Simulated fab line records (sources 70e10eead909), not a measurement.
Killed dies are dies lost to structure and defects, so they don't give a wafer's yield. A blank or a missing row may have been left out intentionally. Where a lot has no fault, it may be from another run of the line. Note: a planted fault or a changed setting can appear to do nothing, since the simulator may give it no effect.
The tool behind it: which one? | flow nand-harc | 24 lots, 72 wafers sampled, at 6 steps of a route of 1302

WHAT THE GAUGES READ, wafer by wafer
NHARC_A_M1_INSPECT_27.
lot  | measured     | on                | raw-defect-count
L075 | day 23 00:10 | defect-inspect-01 | 473 487 474
L076 | day 23 11:37 | defect-inspect-01 | 583 613 528
L074 | day 23 13:05 | defect-inspect-02 | 544 622 810
L078 | day 24 03:47 | defect-inspect-01 | 553 552 421
L077 | day 24 05:16 | defect-inspect-01 | 443 355 398
L079 | day 25 02:04 | defect-inspect-02 | 604 595 529
L080 | day 25 04:30 | defect-inspect-02 | 608 595 424
L082 | day 26 02:34 | defect-inspect-01 | 730 718 636
L081 | day 26 09:18 | defect-inspect-02 | 550 401 518
L083 | day 26 12:26 | defect-inspect-01 | 641 583 505
L084 | day 27 14:10 | defect-inspect-01 | 704 596 543
L085 | day 27 16:44 | defect-inspect-02 | 387 416 430
L086 | day 28 04:35 | defect-inspect-01 | 555 460 482
L087 | day 28 08:44 | defect-inspect-02 | 720 780 446
L089 | day 28 17:18 | defect-inspect-01 | 436 422 403
L088 | day 28 23:15 | defect-inspect-02 | 533 694 836
L091 | day 30 07:32 | defect-inspect-01 | 523 508 466
L090 | day 30 12:25 | defect-inspect-01 | 415 497 400
L092 | day 30 13:11 | defect-inspect-01 | 481 514 569
L093 | day 30 20:34 | defect-inspect-01 | 703 676 593
L094 | day 31 09:44 | defect-inspect-02 | 645 700 579
L096 | day 32 03:04 | defect-inspect-02 | 531 475 495
L095 | day 32 04:14 | defect-inspect-01 | 476 536 594
L097 | day 32 21:26 | defect-inspect-02 | 620 541 448

NHARC_THIN_TSV_THK_MEAS_02: measures by ir.
lot  | measured     | on            | thk-nm (nm)
L075 | day 23 15:29 | film-metro-02 | 2754 2949 2475
L076 | day 24 04:16 | film-metro-01 | 3247 3409 3228
L074 | day 24 05:29 | film-metro-01 | 2761 2820 2685
L078 | day 24 19:32 | film-metro-02 | 3094 3148 3211
L077 | day 24 20:43 | film-metro-01 | 3084 3130 3124
L079 | day 25 17:48 | film-metro-01 | 2772 3205 2855
L080 | day 25 19:00 | film-metro-01 | 2974 2665 2797
L082 | day 26 18:22 | film-metro-01 | 3330 3035 3490
L081 | day 27 03:33 | film-metro-02 | 2886 2613 2786
L083 | day 27 04:46 | film-metro-02 | 3112 3329 3107
L084 | day 28 07:37 | film-metro-02 | 3142 3074 2838
L085 | day 28 08:49 | film-metro-02 | 3398 3175 3093
L086 | day 28 23:32 | film-metro-01 | 3096 2902 2957
L087 | day 29 00:44 | film-metro-01 | 3035 3298 3109
L089 | day 29 12:25 | film-metro-02 | 3252 3045 2852
L088 | day 29 13:36 | film-metro-01 | 3399 2978 3451
L091 | day 31 01:31 | film-metro-02 | 3187 2928 2994
L090 | day 31 02:42 | film-metro-01 | 3032 3171 3081
L092 | day 31 05:13 | film-metro-01 | 3312 3228 3206
L093 | day 31 12:41 | film-metro-02 | 3218 3353 3221
L094 | day 32 01:37 | film-metro-02 | 3032 3063 3174
L096 | day 32 18:56 | film-metro-02 | 2828 3132 3013
L095 | day 32 20:08 | film-metro-01 | 2982 3208 2983
L097 | day 33 13:17 | film-metro-01 | 3256 3059 3071

WHICH TOOL RAN EACH LOT (tool, then ch and the chambers of the sampled wafers, then the start)
lot  | NHARC_A_BLC_PVD_32                      | NHARC_A_M1_DESCUM_14               | NHARC_A_M1_ETCH_15                            | NHARC_A_BONDPAD_CMP_19
L075 | pvd-sputter-01, day 22 21:36 or earlier | rie-diel-03 ch 0,1,3, day 22 21:36 | rie-diel-03 ch 0,3, day 23 00:10 or earlier   | cmp-03 ch 1,2,3, day 23 04:12
L076 | pvd-sputter-01, day 23 09:03 or earlier | rie-diel-03 ch 0,1,3, day 23 09:03 | rie-diel-03 ch 0,1, day 23 11:37 or earlier   | cmp-02 ch 1,2,3, day 23 15:44
L074 | pvd-sputter-01, day 23 10:31 or earlier | rie-diel-03 ch 0,2, day 23 10:31   | rie-diel-03 ch 0,1, day 23 13:05 or earlier   | cmp-02 ch 1,2,3, day 23 17:11
L078 | pvd-sputter-03, day 24 01:14 or earlier | rie-diel-10 ch 0,2,3, day 24 01:14 | rie-diel-10 ch 1,2,3, day 24 03:47 or earlier | cmp-03 ch 1,2,3, day 24 07:52
L077 | pvd-sputter-02, day 24 02:41 or earlier | rie-diel-10 ch 0,1, day 24 02:41   | rie-diel-10 ch 0,1,2, day 24 05:16 or earlier | cmp-01 ch 1,2, day 24 09:36
L079 | pvd-sputter-03, day 24 23:31 or earlier | rie-diel-12 ch 0,1, day 24 23:31   | rie-diel-12 ch 0,1,3, day 25 02:04 or earlier | cmp-01 ch 1,2, day 25 06:16
L080 | pvd-sputter-03, day 25 01:56 or earlier | rie-diel-12 ch 0,3, day 25 01:56   | rie-diel-12 ch 1,2, day 25 04:30 or earlier   | cmp-03 ch 0,1,3, day 25 08:43
L082 | pvd-sputter-01, day 25 23:58 or earlier | rie-diel-03 ch 0,2,3, day 25 23:58 | rie-diel-03 ch 0,2,3, day 26 02:34 or earlier | cmp-03 ch 0,2, day 26 06:36
L081 | pvd-sputter-02, day 26 06:45 or earlier | rie-diel-03 ch 0,1,3, day 26 06:45 | rie-diel-03 ch 0,3, day 26 09:18 or earlier   | cmp-01 ch 0,2,3, day 26 13:23
L083 | pvd-sputter-02, day 26 09:49 or earlier | rie-diel-10 ch 0,2,3, day 26 09:49 | rie-diel-10 ch 0,2,3, day 26 12:26 or earlier | cmp-02 ch 0,2,3, day 26 16:31
L084 | pvd-sputter-01, day 27 11:31 or earlier | rie-diel-12 ch 2,3, day 27 11:31   | rie-diel-12 ch 1,2,3, day 27 14:10 or earlier | cmp-01 ch 0,1, day 27 18:15
L085 | pvd-sputter-01, day 27 14:07 or earlier | rie-diel-12 ch 2,3, day 27 14:07   | rie-diel-12 ch 1,2,3, day 27 16:44 or earlier | cmp-02 ch 0,1,3, day 27 21:02
L086 | pvd-sputter-03, day 28 01:57 or earlier | rie-diel-03 ch 0,1,3, day 28 01:57 | rie-diel-03 ch 1,2,3, day 28 04:35 or earlier | cmp-01 ch 0,1,2, day 28 09:08
L087 | pvd-sputter-03, day 28 06:11 or earlier | rie-diel-03 ch 0,3, day 28 06:11   | rie-diel-03 ch 0,1, day 28 08:44 or earlier   | cmp-01 ch 0,1,2, day 28 12:58
L089 | pvd-sputter-01, day 28 14:43 or earlier | rie-diel-03 ch 0,2, day 28 14:43   | rie-diel-03 ch 0,2,3, day 28 17:18 or earlier | cmp-03 ch 1,3, day 28 21:41
L088 | pvd-sputter-02, day 28 20:41 or earlier | rie-diel-12 ch 0,2,3, day 28 20:41 | rie-diel-12 ch 1,2,3, day 28 23:15 or earlier | cmp-01 ch 0,1,3, day 29 03:17
L091 | pvd-sputter-03, day 30 04:58 or earlier | rie-diel-03 ch 0,3, day 30 04:58   | rie-diel-03 ch 0,3, day 30 07:32 or earlier   | cmp-01 ch 0,1,3, day 30 12:50
L090 | pvd-sputter-01, day 30 06:44 or earlier | rie-diel-10 ch 0,2,3, day 30 06:44 | rie-diel-10 ch 0,2,3, day 30 12:25 or earlier | cmp-03 ch 0,2,3, day 30 16:37
L092 | pvd-sputter-03, day 30 09:01 or earlier | rie-diel-12 ch 0,1,2, day 30 09:01 | rie-diel-12 ch 1,2,3, day 30 13:11 or earlier | cmp-01 ch 0,1,2, day 30 17:31
L093 | pvd-sputter-02, day 30 17:59 or earlier | rie-diel-03 ch 1,2, day 30 17:59   | rie-diel-03 ch 1,2, day 30 20:34 or earlier   | cmp-01 ch 0,1,3, day 31 00:55
L094 | pvd-sputter-02, day 31 07:10 or earlier | rie-diel-12 ch 1,2, day 31 07:10   | rie-diel-12 ch 1,3, day 31 09:44 or earlier   | cmp-03 ch 0,1,3, day 31 13:55
L096 | pvd-sputter-02, day 32 00:21 or earlier | rie-diel-12 ch 2,3, day 32 00:21   | rie-diel-12 ch 1,2, day 32 03:04 or earlier   | cmp-01 ch 0,1, day 32 07:13
L095 | pvd-sputter-01, day 32 01:14 or earlier | rie-diel-03 ch 0,2,3, day 32 01:14 | rie-diel-03 ch 0,2,3, day 32 04:14 or earlier | cmp-02 ch 0,1,2, day 32 08:17
L097 | pvd-sputter-01, day 32 18:49 or earlier | rie-diel-10 ch 0,2, day 32 18:49   | rie-diel-10 ch 0,1, day 32 21:26 or earlier   | cmp-03 ch 1,3, day 33 01:35
- NHARC_A_BLC_PVD_32: deposits Ti, target thk 5 nm, time 17.7 s.
- NHARC_A_M1_DESCUM_14: chemistry O2, time 3 s.
- NHARC_A_M1_ETCH_15: etches the open film in C4F8/Ar, target depth 182.5 nm, time 91.2 s.
- NHARC_A_BONDPAD_CMP_19: polishes, t overpolish 30 s, cu recess touch 16 s, target thk 169.82 nm.

AS READ BY THE TOOLS THEMSELVES (means over the sampled wafers that have a number; for cases with no such wafer, the mark the record gives instead)
NHARC_A_BLC_PVD_32.
lot  | tool           | cathode-dc-power-W (W) | throttle-valve-pct (%)
L075 | pvd-sputter-01 | 5000.7                 | 29.7
L076 | pvd-sputter-01 | 4999.7                 | 29.0
L074 | pvd-sputter-01 | 4999.9                 | 29.1
L078 | pvd-sputter-03 | 5000.4                 | 29.3
L077 | pvd-sputter-02 | 5000.2                 | 28.8
L079 | pvd-sputter-03 | 5000.2                 | 31.7
L080 | pvd-sputter-03 | 4999.7                 | 30.1
L082 | pvd-sputter-01 | 5000.4                 | 28.8
L081 | pvd-sputter-02 | 5001.1                 | 29.0
L083 | pvd-sputter-02 | 4999.5                 | 28.8
L084 | pvd-sputter-01 | 5000.2                 | 28.8
L085 | pvd-sputter-01 | 5000.8                 | 28.8
L086 | pvd-sputter-03 | 5000.4                 | 30.6
L087 | pvd-sputter-03 | 5000.5                 | 31.0
L089 | pvd-sputter-01 | 5000.7                 | 30.3
L088 | pvd-sputter-02 | 4999.6                 | 29.3
L091 | pvd-sputter-03 | 4999.8                 | 31.2
L090 | pvd-sputter-01 | 5000.5                 | 29.1
L092 | pvd-sputter-03 | 5000.4                 | 30.3
L093 | pvd-sputter-02 | 5000.4                 | 30.0
L094 | pvd-sputter-02 | 5000.4                 | 29.9
L096 | pvd-sputter-02 | 5000.3                 | 29.3
L095 | pvd-sputter-01 | 5000.0                 | 29.2
L097 | pvd-sputter-01 | 5000.2                 | 29.3

NHARC_A_M1_DESCUM_14.
lot  | tool        | drypump-motor-current-A (A) | oes-product-au (a.u.) | rf-vpp-V (V) | showerhead-plenum-p-Torr (Torr) | throttle-valve-pct (%)
L075 | rie-diel-03 | 5.7                         | 0.992                 | 57.5         | 1.93                            | 11.313
L076 | rie-diel-03 | 5.6                         | 0.996                 | 57.6         | 1.93                            | 11.313
L074 | rie-diel-03 | 5.6                         | 1.000                 | 58.6         | 1.96                            | 11.305
L078 | rie-diel-10 | 6.4                         | 0.997                 | 58.1         | 1.93                            | 11.315
L077 | rie-diel-10 | 6.2                         | 1.000                 | 57.9         | 1.96                            | 11.314
L079 | rie-diel-12 | 6.2                         | 1.003                 | 57.5         | 1.83                            | 11.310
L080 | rie-diel-12 | 6.2                         | 1.007                 | 57.9         | 1.90                            | 11.306
L082 | rie-diel-03 | 5.7                         | 0.999                 | 57.4         | 1.93                            | 11.317
L081 | rie-diel-03 | 5.6                         | 1.000                 | 57.5         | 1.93                            | 11.304
L083 | rie-diel-10 | 6.4                         | 1.002                 | 57.7         | 1.93                            | 11.309
L084 | rie-diel-12 | 5.5                         | 1.001                 | 57.5         | 1.99                            | 11.309
L085 | rie-diel-12 | 5.6                         | 0.997                 | 58.2         | 1.98                            | 11.318
L086 | rie-diel-03 | 5.6                         | 0.994                 | 58.6         | 1.93                            | 11.315
L087 | rie-diel-03 | 5.7                         | 1.003                 | 58.2         | 1.99                            | 11.315
L089 | rie-diel-03 | 5.6                         | 1.001                 | 57.7         | 1.96                            | 11.313
L088 | rie-diel-12 | 5.9                         | 1.012                 | 57.0         | 1.94                            | 11.305
L091 | rie-diel-03 | 5.6                         | 0.998                 | 57.8         | 1.96                            | 11.310
L090 | rie-diel-10 | 6.4                         | 1.002                 | 58.1         | 1.93                            | 11.319
L092 | rie-diel-12 | 5.8                         | 0.997                 | 57.3         | 1.87                            | 11.315
L093 | rie-diel-03 | 5.5                         | 1.007                 | 58.4         | 1.85                            | 11.307
L094 | rie-diel-12 | 5.6                         | 1.004                 | 58.3         | 1.91                            | 11.312
L096 | rie-diel-12 | 5.5                         | 1.005                 | 59.0         | 1.99                            | 11.312
L095 | rie-diel-03 | 5.6                         | 1.015                 | 58.1         | 1.93                            | 11.314
L097 | rie-diel-10 | 6.6                         | 1.002                 | 57.6         | 1.91                            | 11.309

NHARC_A_M1_ETCH_15.
lot  | tool        | oes-product-au (a.u.) | rf-vpp-V (V)
L075 | rie-diel-03 | 0.945                 | 442.8
L076 | rie-diel-03 | 0.967                 | 441.2
L074 | rie-diel-03 | 0.959                 | 442.3
L078 | rie-diel-10 | 0.949                 | 440.0
L077 | rie-diel-10 | 0.928                 | 440.9
L079 | rie-diel-12 | 0.922                 | 439.8
L080 | rie-diel-12 | 0.920                 | 439.3
L082 | rie-diel-03 | 0.951                 | 441.2
L081 | rie-diel-03 | 0.919                 | 442.3
L083 | rie-diel-10 | 0.978                 | 440.4
L084 | rie-diel-12 | 0.965                 | 440.4
L085 | rie-diel-12 | 0.967                 | 441.0
L086 | rie-diel-03 | 0.979                 | 440.2
L087 | rie-diel-03 | 0.971                 | 440.8
L089 | rie-diel-03 | 0.976                 | 441.8
L088 | rie-diel-12 | 0.978                 | 441.1
L091 | rie-diel-03 | 0.945                 | 443.4
L090 | rie-diel-10 | 0.930                 | 440.5
L092 | rie-diel-12 | 0.929                 | 441.3
L093 | rie-diel-03 | 0.932                 | 439.0
L094 | rie-diel-12 | 0.971                 | 439.8
L096 | rie-diel-12 | 0.961                 | 439.5
L095 | rie-diel-03 | 0.967                 | 441.0
L097 | rie-diel-10 | 0.927                 | 442.3

NHARC_A_BONDPAD_CMP_19.
lot  | tool   | motor-current-A (A) | overpolish-run-s (s) | retaining-ring-pressure-frac
L075 | cmp-03 | 11.7                | 29.997               | 1.001
L076 | cmp-02 | 12.2                | 30.002               | 1.001
L074 | cmp-02 | 12.3                | 30.004               | 0.997
L078 | cmp-03 | 11.9                | 29.999               | 0.997
L077 | cmp-01 | 10.6                | 29.996               | 0.999
L079 | cmp-01 | 10.9                | 30.010               | 1.002
L080 | cmp-03 | 11.7                | 30.002               | 0.995
L082 | cmp-03 | 11.5                | 30.006               | 0.997
L081 | cmp-01 | 11.8                | 30.005               | 0.998
L083 | cmp-02 | 12.0                | 29.992               | 0.999
L084 | cmp-01 | 12.2                | 30.004               | 1.001
L085 | cmp-02 | 12.3                | 30.001               | 1.000
L086 | cmp-01 | 11.2                | 29.994               | 0.998
L087 | cmp-01 | 11.0                | 29.999               | 1.000
L089 | cmp-03 | 12.1                | 29.994               | 0.997
L088 | cmp-01 | 11.8                | 30.000               | 1.002
L091 | cmp-01 | 11.7                | 29.999               | 1.000
L090 | cmp-03 | 11.9                | 30.005               | 0.997
L092 | cmp-01 | 11.6                | 30.007               | 0.999
L093 | cmp-01 | 12.0                | 30.012               | 1.003
L094 | cmp-03 | 12.0                | 30.003               | 1.000
L096 | cmp-01 | 11.3                | 30.000               | 1.005
L095 | cmp-02 | 11.7                | 29.998               | 1.000
L097 | cmp-03 | 12.2                | 30.001               | 0.999

THE ANSWER, worked out from the rows above alone
Rule: usual is defined by the lots themselves. Put in order of their means at a reading, lots are off if they are a third of the lots or fewer, leave a main group of 4 or more, and stand apart from it by a gap of 3 or more times the standard deviation of the main group's means; of several such gaps the widest counts. If all means in a main group match to the digits the tables above print for the reading, that group is not used. Also off: a lot with no number at a reading for which 4 or more lots have one. Any other lot the step has rows for is counted as sound. The gauges are gone through in route order, then the tools' own readings, and for those a lot's mean is taken as printed above. At the first step where some lot is off, the reading lying furthest off is the one used; lots without a number count as furthest.
No lot is off on any of the readings shown, so nothing can be concluded from this.

WHAT THE SIMULATOR HAD INSERTED
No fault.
